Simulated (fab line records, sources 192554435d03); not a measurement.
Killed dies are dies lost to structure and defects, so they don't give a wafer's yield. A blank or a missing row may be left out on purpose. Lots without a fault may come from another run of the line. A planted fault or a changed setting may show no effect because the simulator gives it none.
fab line records | flow n5_finfet
record lots=24 wafers=72 last_day=20
route steps=1938 shown BEOL_M11@1553 BEOL_M12@1619
lots that met no fault: from a run of the same line without faults
start_h: hours from the record's first day to the start of the lot's first wafer shown | wait_h: hours since the lot's step before | " the same as in the row above | L1.1+2: a row that stands for several wafers | - no value, or no start given | * or withheld: withheld | < > ~ a bound
route shown NAME@n: a module of which the file shows steps, and the number in the route of the first | usual: mean/standard deviation of fault-free wafers | same: alike in all rows | chamber/n: place in a boat | sites: the reading at each site | _std_site: their standard deviation | _edge_site: outer sites' mean less inner sites' | radius_mm: how far each site lies from the wafer's centre | mask NAME#n: copy n | behind: the tool/chamber that last shaped the wafer | hold: why the lot was held/for how many hours/how that ended | device: the transistor (n, p or np) that didn't switch | end of line: the same wafers' tests at the end of the route | a step without rows: its recipe alone | killed: dies lost to structure and defects at the first sort, not the wafer's yield | map: a wafer's dies, x killed, . not, _ none there
set.NAME: the setting as run; set.NAME@STEP: as run at that earlier step | model.NAME: the simulator's own value behind a step, which no gauge read
steps of the route over a sample of lots; a table a step, a row a wafer
services: from which hour (start_h, from the record's first day; less than 0 if before it) a tool's chamber was out of use, for how many hours, and why
## steps
# step N5_BEOL_M11_ETCH_61
# recipe chemistry=CF4 target=SiARC target_depth_a=390 mask_material=CAR-ArF time_s=65 ion_energy_ev=80 pressure_mtorr=40 source_w=545 bias_w=36 Ar_flow_sccm=100 cf4_flow_sccm=100 ends=cleared
# usual drypump_motor_current_A=5.4/0.46 etch_rf_on_time_s=65.0/0.97 oes_product_au=0.67/0.081 rf_vpp_V=184.7/1 showerhead_plenum_p_Torr=2.19/0.051 throttle_valve_pct=15.60/0.18
# columns lot.wafer tool chamber start_h wait_h drypump_motor_current_A etch_rf_on_time_s oes_product_au rf_hours_counter_h rf_vpp_V showerhead_plenum_p_Torr throttle_valve_pct
L075.1 rie_diel-01 3 262.19 0.0 4.6 66.1 0.61 193 183.2 2.21 15.57
L075.5 " 0 " " 5.5 64.1 0.63 - 184.8 2.22 15.46
L075.6 " 2 " " 5.0 64.1 0.64 - 185.4 2.14 15.81
L074.2 rie_diel-02 2 262.41 0.0 4.8 63.8 0.70 97 185.8 2.24 15.98
L074.3 " 3 " " 5.5 65.1 0.68 100 184.9 2.24 15.42
L074.5 " 1 " " 5.1 65.7 0.62 - 187.0 2.22 15.47
L077.4 rie_diel-04 0 283.01 0.0 6.1 65.5 0.78 22 184.0 2.18 15.52
L077.5 " 2 " " 5.5 66.8 0.59 - 183.5 2.11 15.79
L077.6 " 3 " " 5.6 64.9 0.63 - 183.2 2.13 15.54
L079.3 rie_diel-01 0 283.65 0.0 5.5 64.3 0.64 175 185.5 2.22 15.48
L079.5 " 2 " " 4.9 64.3 0.63 - 182.8 2.13 15.81
L079.6 " 1 " " 5.8 64.1 0.83 - 185.9 2.20 15.50
L076.2 rie_diel-04 0 283.98 0.0 6.1 65.3 0.79 22 184.1 2.18 15.51
L076.3 " 2 " " 5.5 67.2 0.59 227 184.5 2.11 15.79
L076.5 " 2 " " 5.4 66.7 0.59 - 185.4 2.11 15.78
L078.1 rie_diel-04 2 284.35 0.0 5.4 67.0 0.58 227 184.3 2.11 15.77
L078.2 " 1 " " 6.1 64.6 0.81 6 186.9 2.28 15.31
L078.6 " 1 " " 6.1 64.1 0.82 - 184.6 2.28 15.33
L081.2 rie_diel-02 0 291.65 0.0 5.0 65.5 0.58 230 185.0 2.19 15.81
L081.5 " 0 " " 5.1 65.0 0.58 - 184.2 2.19 15.83
L081.6 " 1 " " 5.0 64.0 0.62 - 185.3 2.22 15.49
L082.2 rie_diel-04 3 292.46 0.0 5.7 64.6 0.63 176 185.0 2.13 15.57
L082.4 " 2 " " 5.4 66.9 0.58 230 184.5 2.11 15.79
L082.5 " 2 " " 5.5 67.5 0.58 - 185.0 2.11 15.80
L080.3 rie_diel-01 3 301.70 0.0 4.6 66.1 0.61 205 185.2 2.21 15.57
L080.4 " 1 " " 5.8 64.3 0.81 7 184.6 2.20 15.49
L080.6 " 2 " " 5.0 64.0 0.63 - 184.3 2.13 15.83
L083.2 rie_diel-01 0 319.75 0.0 5.5 65.0 0.62 186 184.7 2.22 15.51
L083.5 " 2 " " 5.0 64.6 0.62 - 183.5 2.13 15.84
L083.6 " 1 " " 5.8 64.4 0.79 - 185.0 2.19 15.51
L084.1 rie_diel-01 0 323.72 0.0 5.5 64.5 0.62 187 185.3 2.22 15.51
L084.3 " 3 " " 4.6 65.3 0.60 212 183.9 2.21 15.59
L084.4 " 1 " " 5.7 64.1 0.79 15 183.8 2.19 15.52
L085.1 rie_diel-01 2 341.24 0.0 5.0 64.7 0.62 199 183.9 2.13 15.85
L085.2 " 0 " " 5.5 64.4 0.62 193 184.4 2.21 15.53
L085.5 " 2 " " 5.0 63.6 0.62 - 184.1 2.13 15.84
L086.2 rie_diel-01 1 344.45 0.0 5.8 65.0 0.78 22 184.4 2.19 15.53
L086.4 " 2 " " 5.0 65.1 0.62 - 184.1 2.13 15.86
L086.6 " 1 " " 5.8 64.8 0.77 - 184.2 2.19 15.52
L087.2 rie_diel-04 3 347.26 0.0 5.6 64.3 0.62 191 184.8 2.13 15.58
L087.5 " 2 " " 5.5 67.0 0.58 - 182.2 2.11 15.82
L087.6 " 1 " " 6.1 64.0 0.77 - 185.4 2.27 15.34
L088.1 rie_diel-02 2 369.59 0.0 4.8 64.0 0.68 122 184.3 2.24 16.03
L088.2 " 1 " " 5.1 64.9 0.60 208 185.5 2.21 15.53
L088.4 " 1 " " 5.1 64.7 0.61 - 184.6 2.21 15.53
L089.1 rie_diel-02 1 378.79 0.0 5.0 64.8 0.61 211 185.8 2.21 15.53
L089.2 " 2 " " 4.8 64.0 0.67 125 183.9 2.23 16.03
L089.6 " 1 " " 5.1 64.8 0.61 - 184.5 2.21 15.52
L094.2 rie_diel-04 1 396.49 0.0 6.1 64.1 0.75 40 186.1 2.27 15.39
L094.3 " 3 " " 5.6 63.5 0.62 205 183.8 2.12 15.63
L094.5 " 3 " " 5.7 63.7 0.62 - 184.2 2.12 15.61
L090.2 rie_diel-01 2 398.70 0.0 5.0 65.1 0.61 216 184.9 2.12 15.88
L090.4 " 1 " " 5.8 65.0 0.75 38 183.4 2.18 15.56
L090.6 " 0 " " 5.4 65.5 0.61 - 185.7 2.21 15.56
L091.2 rie_diel-01 1 406.36 0.0 5.8 65.5 0.74 41 186.2 2.18 15.57
L091.4 " 2 " " 5.0 65.0 0.61 218 183.8 2.12 15.89
L091.6 " 2 " " 5.0 65.4 0.60 - 184.3 2.12 15.88
L093.1 rie_diel-01 2 408.82 0.0 5.0 64.5 0.60 219 183.5 2.12 15.88
L093.2 " 1 " " 5.7 63.9 0.75 41 184.7 2.18 15.56
L093.5 " 0 " " 5.5 64.9 0.60 - 185.6 2.21 15.56
L092.3 rie_diel-02 0 410.65 0.0 5.0 64.2 0.80 9 184.7 2.18 15.36
L092.4 " 3 " " 5.5 65.4 0.64 144 184.6 2.23 15.49
L092.5 " 3 " " 5.5 65.6 0.64 - 185.1 2.23 15.48
L095.1 rie_diel-04 1 411.14 0.0 6.1 64.7 0.74 45 185.9 2.27 15.39
L095.4 " 2 " " 5.5 66.2 0.80 5 183.6 2.10 15.33
L095.5 " 1 " " 6.1 64.4 0.74 - 186.3 2.27 15.40
L097.1 rie_diel-04 0 414.92 0.0 6.1 65.5 0.73 62 185.4 2.17 15.57
L097.4 " 2 " " 5.5 66.7 0.79 7 183.7 2.10 15.35
L097.6 " 2 " " 5.5 66.3 0.79 - 183.2 2.10 15.34
L096.1 rie_diel-01 1 427.04 0.0 5.8 64.8 0.74 46 183.9 2.18 15.56
L096.4 " 2 " " 5.0 65.1 0.59 224 183.9 2.12 15.90
L096.6 " 3 " " 4.6 66.3 0.59 - 184.9 2.20 15.64
# step N5_BEOL_M11_HM_OPEN_17
# recipe chemistry=Cl2/BCl3 target_depth_a=200 overetch_a=60 target=TiN mask_material=SOC ion_energy_ev=150 pressure_mtorr=10 icp_w=1000 bias_w=126 Cl2_flow_sccm=53.25 bcl3_flow_sccm=21.75 Ar_flow_sccm=25
# usual drypump_motor_current_A=5.3/0.41 mfc_cl2_sccm=53.25/0.14 oes_product_au=0.70/0.062 throttle_valve_pct=22.00/0.14
# columns lot.wafer tool chamber start_h wait_h drypump_motor_current_A mfc_cl2_sccm oes_product_au rf_hours_counter_h throttle_valve_pct
L075.1 rie_metal-01 1 262.43 0.0 5.0 53.21 0.77 4 21.96
L075.5 " 1 " " 5.0 53.15 0.78 - 21.96
L075.6 " 0 " " 5.0 53.34 0.69 - 22.02
L074.2 rie_metal-01 1 262.65 0.0 5.0 53.48 0.79 4 21.95
L074.3 " 0 " " 5.0 53.16 0.69 - 21.99
L074.5 " 1 " " 5.0 53.22 0.78 - 21.94
L077.4 rie_metal-02 1 283.27 0.1 5.0 53.17 0.55 - 21.92
L077.5 " 0 " " 6.0 53.23 0.71 - 22.07
L077.6 " 1 " " 5.0 53.24 0.55 - 21.91
L079.3 rie_metal-01 0 283.92 0.1 5.0 53.02 0.69 - 22.01
L079.5 " 1 " " 5.0 53.04 0.77 - 21.94
L079.6 " 0 " " 5.0 53.11 0.67 - 22.01
L076.2 rie_metal-01 1 284.21 0.0 5.0 53.30 0.77 6 21.94
L076.3 " 0 " " 5.0 53.02 0.68 - 22.01
L076.5 " 0 " " 5.0 53.44 0.69 - 21.99
L078.1 rie_metal-02 1 284.58 0.0 5.0 53.33 0.55 107 21.93
L078.2 " 0 " " 6.0 53.29 0.69 31 22.12
L078.6 " 0 " " 6.0 53.15 0.70 - 22.12
L081.2 rie_metal-01 0 291.89 0.0 5.0 52.96 0.69 34 22.00
L081.5 " 1 " " 5.0 53.21 0.76 - 21.94
L081.6 " 0 " " 5.0 53.12 0.68 - 22.00
L082.2 rie_metal-01 0 292.69 0.0 5.0 53.19 0.69 34 21.99
L082.4 " 0 " " 5.0 53.24 0.68 - 22.02
L082.5 " 1 " " 5.0 53.23 0.78 - 21.94
L080.3 rie_metal-01 1 301.97 0.1 5.0 53.24 0.77 - 21.93
L080.4 " 0 " " 5.0 53.18 0.68 - 22.01
L080.6 " 1 " " 5.0 53.43 0.77 - 21.96
L083.2 rie_metal-01 1 320.00 0.0 5.0 53.45 0.75 9 21.97
L083.5 " 1 " " 5.0 53.33 0.74 - 21.96
L083.6 " 0 " " 5.0 53.22 0.67 - 22.03
L084.1 rie_metal-02 0 323.95 0.0 6.0 53.44 0.69 34 22.09
L084.3 " 0 " " 6.1 53.21 0.69 - 22.10
L084.4 " 0 " " 6.0 53.06 0.69 - 22.12
L085.1 rie_metal-02 0 341.47 0.0 6.0 53.59 0.68 38 22.11
L085.2 " 1 " " 5.0 53.17 0.84 0 21.82
L085.5 " 1 " " 5.0 53.06 0.85 - 21.81
L086.2 rie_metal-03 1 344.69 0.0 5.4 53.37 0.65 52 22.28
L086.4 " 1 " " 5.4 53.33 0.64 - 22.29
L086.6 " 0 " " 6.0 53.32 0.80 - 21.73
L087.2 rie_metal-03 0 347.49 0.0 6.0 53.36 0.79 5 21.75
L087.5 " 0 " " 6.0 53.48 0.79 - 21.75
L087.6 " 1 " " 5.4 53.34 0.64 - 22.29
L088.1 rie_metal-03 1 369.82 0.0 5.4 53.20 0.63 55 22.28
L088.2 " 0 " " 5.9 53.39 0.77 7 21.76
L088.4 " 1 " " 5.4 53.18 0.63 - 22.30
L089.1 rie_metal-01 1 379.03 0.0 5.0 53.32 0.72 15 22.00
L089.2 " 0 " " 5.0 53.32 0.66 42 22.04
L089.6 " 0 " " 5.0 53.12 0.65 - 22.02
L094.2 rie_metal-01 0 396.72 0.0 5.0 53.27 0.65 44 22.04
L094.3 " 0 " " 5.0 53.20 0.66 - 22.03
L094.5 " 1 " " 5.0 53.21 0.71 - 21.97
L090.2 rie_metal-01 0 398.94 0.0 5.0 53.37 0.65 44 22.04
L090.4 " 0 " " 5.0 53.58 0.66 - 22.01
L090.6 " 0 " " 5.0 53.21 0.66 - 22.01
L091.2 rie_metal-01 0 406.59 0.0 5.0 53.24 0.66 45 22.04
L091.4 " 0 " " 5.0 53.28 0.65 - 22.02
L091.6 " 0 " " 5.0 53.30 0.65 - 22.02
L093.1 rie_metal-01 0 409.06 0.0 5.0 53.23 0.66 45 22.01
L093.2 " 1 " " 5.0 53.51 0.71 18 21.97
L093.5 " 1 " " 5.0 53.34 0.71 - 21.99
L092.3 rie_metal-01 0 410.92 0.1 5.0 53.22 0.65 - 22.04
L092.4 " 1 " " 5.0 53.24 0.71 - 21.99
L092.5 " 1 " " 5.0 53.32 0.71 - 21.98
L095.1 rie_metal-03 1 411.37 0.0 5.4 53.41 0.62 58 22.29
L095.4 " 1 " " 5.4 53.34 0.62 - 22.30
L095.5 " 0 " " 6.0 53.14 0.76 - 21.75
L097.1 rie_metal-02 1 415.16 0.0 5.0 53.14 0.81 4 21.83
L097.4 " 1 " " 5.0 53.23 0.81 - 21.81
L097.6 " 1 " " 5.0 53.33 0.81 - 21.83
L096.1 rie_metal-03 1 427.28 0.0 5.4 53.35 0.63 60 22.30
L096.4 " 1 " " 5.4 53.04 0.63 - 22.30
L096.6 " 0 " " 5.9 53.03 0.76 - 21.75
# step N5_BEOL_M12_STRIP_64
# recipe chemistry=N2/H2 power_w=1000 temp_c=250 h2_frac=0.65 overash_fraction=0.3 pressure_mtorr=withheld n2_flow_sccm=1750 h2_flow_sccm=3250
# usual drypump_motor_current_A=5.5/0.65 heater_power_w=322/45 oes_product_au=0.714/0.0043 strip_time_to_endpoint_s=31.29/0.067
# columns lot.wafer tool chamber start_h wait_h drypump_motor_current_A heater_power_w oes_product_au rf_hours_counter_h strip_time_to_endpoint_s
L075.1 plasma_asher-01 1 268.49 0.0 4.7 342 0.722 85 31.22
L075.5 " 1 " " 4.7 349 0.712 - 31.25
L075.6 " 0 " " 5.8 288 0.712 - 31.26
L074.2 plasma_asher-01 0 270.96 0.0 5.8 290 0.715 86 31.27
L074.3 " 1 " " 4.7 340 0.714 - 31.20
L074.5 " 1 " " 4.8 342 0.710 - 31.21
L077.4 plasma_asher-01 1 289.30 0.0 4.7 339 0.718 - 31.29
L077.5 " 1 " " 4.7 342 0.722 - 31.32
L077.6 " 0 " " 5.8 283 0.713 - 31.25
L078.1 plasma_asher-01 1 292.26 0.0 4.7 351 0.716 95 31.22
L078.2 " 0 " " 5.8 287 0.719 95 31.16
L078.6 " 0 " " 5.8 290 0.715 - 31.22
L079.3 plasma_asher-01 0 292.82 0.0 5.8 288 0.713 - 31.25
L079.5 " 0 " " 5.8 281 0.709 - 31.26
L079.6 " 1 " " 4.7 333 0.707 - 31.33
L076.2 plasma_asher-01 0 292.92 0.0 5.8 280 0.708 96 31.34
L076.3 " 1 " " 4.8 344 0.712 - 31.40
L076.5 " 1 " " 4.8 339 0.712 - 31.34
L082.2 plasma_asher-01 0 299.60 0.0 5.8 291 0.705 98 31.27
L082.4 " 0 " " 5.8 288 0.716 - 31.24
L082.5 " 1 " " 4.7 341 0.706 - 31.17
L081.2 plasma_asher-01 0 300.61 0.0 5.8 293 0.714 99 31.29
L081.5 " 1 " " 4.7 344 0.710 - 31.31
L081.6 " 0 " " 5.8 284 0.720 - 31.34
L080.3 plasma_asher-01 0 309.43 0.0 5.8 284 0.716 - 31.29
L080.4 " 1 " " 4.7 339 0.714 - 31.25
L080.6 " 0 " " 5.8 281 0.711 - 31.24
L083.2 plasma_asher-01 1 326.28 0.0 4.8 343 0.718 107 31.18
L083.5 " 1 " " 4.7 337 0.717 - 31.24
L083.6 " 0 " " 5.8 279 0.715 - 31.15
L084.1 plasma_asher-01 1 331.54 0.0 4.8 337 0.720 108 31.36
L084.3 " 0 " " 5.8 286 0.713 - 31.37
L084.4 " 1 " " 4.7 337 0.715 - 31.31
L085.1 plasma_asher-02 0 349.48 0.0 6.1 278 0.708 119 31.32
L085.2 " 1 " " 6.5 417 0.707 119 31.30
L085.5 " 1 " " 6.5 410 0.719 - 31.36
L086.2 plasma_asher-02 1 353.24 0.0 6.5 422 0.723 120 31.22
L086.4 " 1 " " 6.5 409 0.716 - 31.30
L086.6 " 0 " " 6.1 274 0.714 - 31.21
L087.2 plasma_asher-01 1 357.01 0.0 4.7 347 0.712 113 31.26
L087.5 " 1 " " 4.7 342 0.713 - 31.41
L087.6 " 0 " " 5.8 278 0.716 - 31.27
L088.1 plasma_asher-01 0 377.26 0.0 5.8 285 0.710 117 31.32
L088.2 " 1 " " 4.7 351 0.713 117 31.31
L088.4 " 1 " " 4.7 342 0.708 - 31.18
L089.1 plasma_asher-01 0 384.95 0.0 5.8 288 0.708 118 31.27
L089.2 " 1 " " 4.7 339 0.714 118 31.37
L089.6 " 1 " " 4.7 345 0.717 - 31.37
L094.2 plasma_asher-02 0 401.24 0.0 6.1 276 0.714 129 31.34
L094.3 " 1 " " 6.5 416 0.710 - 31.27
L094.5 " 1 " " 6.5 408 0.710 - 31.25
L090.2 plasma_asher-02 0 406.17 0.0 6.1 273 0.713 130 31.26
L090.4 " 0 " " 6.1 274 0.706 - 31.29
L090.6 " 1 " " 6.5 408 0.717 - 31.26
L091.2 plasma_asher-02 1 415.03 0.0 6.5 426 0.711 131 31.21
L091.4 " 0 " " 6.1 283 0.717 - 31.24
L091.6 " 0 " " 6.1 276 0.707 - 31.33
L093.1 plasma_asher-01 1 415.84 0.0 4.7 339 0.711 124 31.37
L093.2 " 0 " " 5.8 284 0.712 124 31.33
L093.5 " 0 " " 5.8 293 0.717 - 31.32
L092.3 plasma_asher-01 1 416.85 0.0 4.8 349 0.707 - 31.34
L092.4 " 0 " " 5.8 288 0.716 - 31.33
L092.5 " 1 " " 4.7 360 0.720 - 31.34
L095.1 plasma_asher-02 0 418.85 0.0 6.1 277 0.712 132 31.29
L095.4 " 0 " " 6.1 273 0.717 - 31.32
L095.5 " 0 " " 6.1 283 0.714 - 31.28
L097.1 plasma_asher-01 1 420.53 0.0 4.7 326 0.720 125 31.27
L097.4 " 1 " " 4.7 346 0.708 - 31.39
L097.6 " 1 " " 4.7 338 0.718 - 31.25
L096.1 plasma_asher-01 1 438.21 0.0 4.7 345 0.720 130 31.32
L096.4 " 0 " " 5.8 288 0.709 - 31.40
L096.6 " 1 " " 4.7 343 0.715 - 31.35
# step N5_BEOL_M12_OVL_MEAS_29
# recipe points_per_wafer=44
# usual M12_OVL=-1/4.8
# columns lot.wafer tool chamber start_h wait_h M12_OVL[nm]
L075.1 overlay-02 0 269.11 0.0 -2
L075.5 " 0 " " 0
L075.6 " 0 " " -2
L074.2 overlay-01 0 271.46 0.0 5
L074.3 " 0 " " 0
L074.5 " 0 " " 2
L077.4 overlay-02 0 289.78 0.0 -2
L077.5 " 0 " " 1
L077.6 " 0 " " 1
L078.1 overlay-01 0 292.76 0.0 -1
L078.2 " 0 " " -5
L078.6 " 0 " " -1
L079.3 overlay-01 0 293.30 0.0 -4
L079.5 " 0 " " 2
L079.6 " 0 " " -10
L076.2 overlay-02 0 293.58 0.0 11
L076.3 " 0 " " 2
L076.5 " 0 " " 6
L082.2 overlay-01 0 300.22 0.0 3
L082.4 " 0 " " -2
L082.5 " 0 " " 6
L081.2 overlay-01 0 301.24 0.0 5
L081.5 " 0 " " -6
L081.6 " 0 " " -2
L080.3 overlay-01 0 309.91 0.0 0
L080.4 " 0 " " -2
L080.6 " 0 " " 0
L083.2 overlay-02 0 326.91 0.0 6
L083.5 " 0 " " -1
L083.6 " 0 " " 12
L084.1 overlay-02 0 332.17 0.0 -2
L084.3 " 0 " " -6
L084.4 " 0 " " -7
L085.1 overlay-02 0 350.11 0.0 1
L085.2 " 0 " " -5
L085.5 " 0 " " 1
L086.2 overlay-02 0 353.87 0.0 1
L086.4 " 0 " " -3
L086.6 " 0 " " -4
L087.2 overlay-01 0 357.53 0.0 0
L087.5 " 0 " " -4
L087.6 " 0 " " 1
L088.1 overlay-01 0 377.88 0.0 -10
L088.2 " 0 " " -1
L088.4 " 0 " " -6
L089.1 overlay-01 0 385.58 0.0 1
L089.2 " 0 " " 2
L089.6 " 0 " " 4
L094.2 overlay-01 0 401.75 0.0 3
L094.3 " 0 " " 1
L094.5 " 0 " " 4
L090.2 overlay-01 0 406.67 0.0 -5
L090.4 " 0 " " -4
L090.6 " 0 " " -4
L091.2 overlay-02 0 415.53 0.0 -2
L091.4 " 0 " " -3
L091.6 " 0 " " -5
L093.1 overlay-01 0 416.35 0.0 -4
L093.2 " 0 " " -7
L093.5 " 0 " " -3
L092.3 overlay-02 0 417.34 0.0 3
L092.4 " 0 " " 5
L092.5 " 0 " " -4
L095.1 overlay-02 0 419.35 0.0 3
L095.4 " 0 " " 4
L095.5 " 0 " " -3
L097.1 overlay-02 0 421.16 0.0 0
L097.4 " 0 " " 1
L097.6 " 0 " " -1
L096.1 overlay-01 0 438.84 0.0 -3
L096.4 " 0 " " -2
L096.6 " 0 " " 3
# step N5_BEOL_M12_SPUTTER_44
# recipe material=Ta target_thk_a=100 temp_c=50 bias_v=80 power_w=15000 chamber_pressure_pa=0.07 time_s=16.13
# usual susceptor_temp_C=49.99/0.12 throttle_valve_pct=30.3/1.4
# columns lot.wafer tool chamber start_h wait_h susceptor_temp_C throttle_valve_pct
L075.1 pvd_sputter-02 - 270.71 0.0 49.98 29.6
L075.5 " - " " 50.17 32.4
L075.6 " - " " 49.77 29.7
L074.2 pvd_sputter-02 - 274.31 0.0 49.95 29.6
L074.3 " - " " 49.98 29.3
L074.5 " - " " 49.84 29.2
L077.4 pvd_sputter-03 - 297.44 0.0 49.85 30.7
L077.5 " - " " 49.76 31.2
L077.6 " - " " 50.19 29.6
L078.1 pvd_sputter-01 - 297.58 0.0 50.05 32.9
L078.2 " - " " 49.97 29.3
L078.6 " - " " 50.11 29.7
L079.3 pvd_sputter-01 - 298.38 0.0 50.01 29.9
L079.5 " - " " 49.99 32.9
L079.6 " - " " 49.95 29.9
L076.2 pvd_sputter-03 - 303.35 0.0 49.92 31.0
L076.3 " - " " 49.88 29.5
L076.5 " - " " 49.99 29.7
L082.2 pvd_sputter-03 - 303.75 0.0 50.05 29.4
L082.4 " - " " 49.92 30.9
L082.5 " - " " 49.89 32.6
L081.2 pvd_sputter-02 - 303.80 0.0 50.14 29.2
L081.5 " - " " 49.96 32.4
L081.6 " - " " 50.01 29.3
L080.3 pvd_sputter-02 - 312.10 0.0 50.07 29.4
L080.4 " - " " 49.88 29.2
L080.6 " - " " 49.93 29.2
L083.2 pvd_sputter-01 - 329.04 0.0 49.98 32.7
L083.5 " - " " 49.73 29.3
L083.6 " - " " 49.84 32.9
L084.1 pvd_sputter-02 - 333.83 0.0 49.91 29.2
L084.3 " - " " 50.03 29.1
L084.4 " - " " 50.14 32.3
L085.1 pvd_sputter-03 - 351.74 0.0 49.88 32.5
L085.2 " - " " 50.02 30.8
L085.5 " - " " 49.87 29.7
L086.2 pvd_sputter-02 - 356.78 0.0 49.81 29.4
L086.4 " - " " 50.02 29.1
L086.6 " - " " 50.06 29.5
L087.2 pvd_sputter-03 - 358.97 0.0 50.18 30.8
L087.5 " - " " 50.09 29.2
L087.6 " - " " 50.03 29.9
L088.1 pvd_sputter-02 - 380.52 0.0 50.13 29.4
L088.2 " - " " 49.96 29.4
L088.4 " - " " 49.95 29.5
L089.1 pvd_sputter-03 - 388.16 0.0 49.92 29.5
L089.2 " - " " 49.98 31.2
L089.6 " - " " 49.85 29.4
L094.2 pvd_sputter-01 - 403.50 0.0 49.86 29.3
L094.3 " - " " 49.98 32.7
L094.5 " - " " 50.10 29.8
L090.2 pvd_sputter-03 - 411.42 0.0 49.98 29.8
L090.4 " - " " 50.09 32.3
L090.6 " - " " 49.83 31.3
L091.2 pvd_sputter-03 - 417.34 0.0 50.21 30.7
L091.4 " - " " 50.15 29.6
L091.6 " - " " 50.06 32.1
L093.1 pvd_sputter-01 - 417.89 0.0 50.00 29.3
L093.2 " - " " 50.12 32.7
L093.5 " - " " 50.06 29.5
L092.3 pvd_sputter-02 - 420.32 0.0 49.93 29.4
L092.4 " - " " 50.07 32.4
L092.5 " - " " 50.07 29.0
L095.1 pvd_sputter-01 - 420.80 0.0 50.00 28.2
L095.4 " - " " 49.99 29.7
L095.5 " - " " 50.05 28.6
L097.1 pvd_sputter-02 - 425.73 0.0 49.79 29.4
L097.4 " - " " 50.20 29.5
L097.6 " - " " 49.96 29.5
L096.1 pvd_sputter-03 - 440.27 0.0 50.10 29.9
L096.4 " - " " 50.05 30.7
L096.6 " - " " 50.06 32.4
# step N5_BEOL_M12_SPUTTER_45
# recipe material=Cu target_thk_a=800 temp_c=-20 bias_v=60 power_w=26000 chamber_pressure_pa=0.13 time_s=13.33
# usual susceptor_temp_C=-19.99/0.1 throttle_valve_pct=30.3/1.4
# columns lot.wafer tool chamber start_h wait_h susceptor_temp_C throttle_valve_pct
L075.1 pvd_sputter-02 - 270.79 0.0 -19.89 29.3
L075.5 " - " " -20.03 32.3
L075.6 " - " " -19.94 29.4
L074.2 pvd_sputter-02 - 274.39 0.0 -20.07 29.5
L074.3 " - " " -19.96 29.4
L074.5 " - " " -19.94 29.1
L077.4 pvd_sputter-03 - 297.52 0.0 -20.09 31.1
L077.5 " - " " -19.95 30.8
L077.6 " - " " -20.06 29.8
L078.1 pvd_sputter-01 - 297.66 0.0 -19.98 32.7
L078.2 " - " " -19.97 29.3
L078.6 " - " " -19.95 29.7
L079.3 pvd_sputter-01 - 298.46 0.0 -19.94 29.5
L079.5 " - " " -19.83 32.7
L079.6 " - " " -19.93 29.5
L076.2 pvd_sputter-03 - 303.43 0.0 -19.82 31.0
L076.3 " - " " -20.17 29.4
L076.5 " - " " -19.73 29.7
L082.2 pvd_sputter-03 - 303.83 0.0 -19.94 29.5
L082.4 " - " " -20.04 30.8
L082.5 " - " " -19.92 32.6
L081.2 pvd_sputter-02 - 303.88 0.0 -20.04 29.2
L081.5 " - " " -20.01 32.2
L081.6 " - " " -20.03 29.6
L080.3 pvd_sputter-02 - 312.18 0.0 -20.04 29.7
L080.4 " - " " -19.92 29.2
L080.6 " - " " -20.16 29.1
L083.2 pvd_sputter-01 - 329.12 0.0 -19.96 32.7
L083.5 " - " " -20.10 29.4
L083.6 " - " " -19.88 32.9
L084.1 pvd_sputter-02 - 333.91 0.0 -20.06 29.5
L084.3 " - " " -20.08 29.3
L084.4 " - " " -19.90 32.7
L085.1 pvd_sputter-03 - 351.82 0.0 -20.07 32.4
L085.2 " - " " -20.05 30.9
L085.5 " - " " -20.07 29.3
L086.2 pvd_sputter-02 - 356.86 0.0 -20.17 29.5
L086.4 " - " " -20.20 29.0
L086.6 " - " " -20.11 29.5
L087.2 pvd_sputter-03 - 359.05 0.0 -19.89 31.2
L087.5 " - " " -20.01 29.3
L087.6 " - " " -19.82 29.8
L088.1 pvd_sputter-02 - 380.60 0.0 -19.90 29.5
L088.2 " - " " -20.04 29.2
L088.4 " - " " -19.98 29.6
L089.1 pvd_sputter-03 - 388.24 0.0 -20.19 29.8
L089.2 " - " " -20.07 31.0
L089.6 " - " " -19.98 29.4
L094.2 pvd_sputter-01 - 403.58 0.0 -20.05 29.5
L094.3 " - " " -20.08 32.7
L094.5 " - " " -20.13 30.0
L090.2 pvd_sputter-03 - 411.50 0.0 -20.11 30.0
L090.4 " - " " -19.94 32.3
L090.6 " - " " -19.99 31.0
L091.2 pvd_sputter-03 - 417.42 0.0 -19.91 31.1
L091.4 " - " " -19.91 29.2
L091.6 " - " " -20.13 32.1
L093.1 pvd_sputter-01 - 417.97 0.0 -19.85 29.4
L093.2 " - " " -19.97 32.6
L093.5 " - " " -20.07 29.6
L092.3 pvd_sputter-02 - 420.40 0.0 -19.83 29.4
L092.4 " - " " -20.10 32.3
L092.5 " - " " -20.05 29.3
L095.1 pvd_sputter-01 - 420.88 0.0 -19.88 28.4
L095.4 " - " " -20.11 29.6
L095.5 " - " " -20.01 28.4
L097.1 pvd_sputter-02 - 425.81 0.0 -19.89 29.4
L097.4 " - " " -20.00 29.3
L097.6 " - " " -19.91 29.5
L096.1 pvd_sputter-03 - 440.35 0.0 -20.17 29.8
L096.4 " - " " -19.90 31.2
L096.6 " - " " -19.97 32.5
## services
# columns tool chamber start_h hours kind
rie_diel-02 - 249.18 0.2 repair
rie_metal-02 - 251.55 0.3 repair
rie_diel-01 1 251.59 - clean
rie_diel-01 1 251.59 - consumable_replace:focus_ring
rie_diel-01 1 251.59 17.7 scheduled_down
rie_diel-01 1 251.59 17.7 vent_cycle
rie_metal-03 - 274.07 1.4 pm
plasma_asher-02 - 288.87 28.1 pm
rie_diel-01 1 291.76 3.0 repair
rie_diel-02 2 294.86 20.4 repair
rie_diel-01 3 342.61 28.4 repair
rie_diel-01 - 343.93 0.2 repair
rie_metal-02 - 348.74 14.6 pm
rie_diel-02 3 351.99 7.2 repair
rie_diel-04 2 369.75 - clean
rie_diel-04 2 369.75 - consumable_replace:focus_ring
rie_diel-04 2 369.75 20.7 scheduled_down
rie_diel-04 2 369.75 20.7 vent_cycle
rie_diel-04 2 404.85 1.6 repair
rie_diel-02 2 407.57 1.4 repair
rie_diel-01 - 413.97 2.1 repair
plasma_asher-02 - 430.23 1.6 repair
rie_metal-02 - 431.06 2.8 pm
rie_diel-04 - 436.28 2.6 repair
## key
fault none
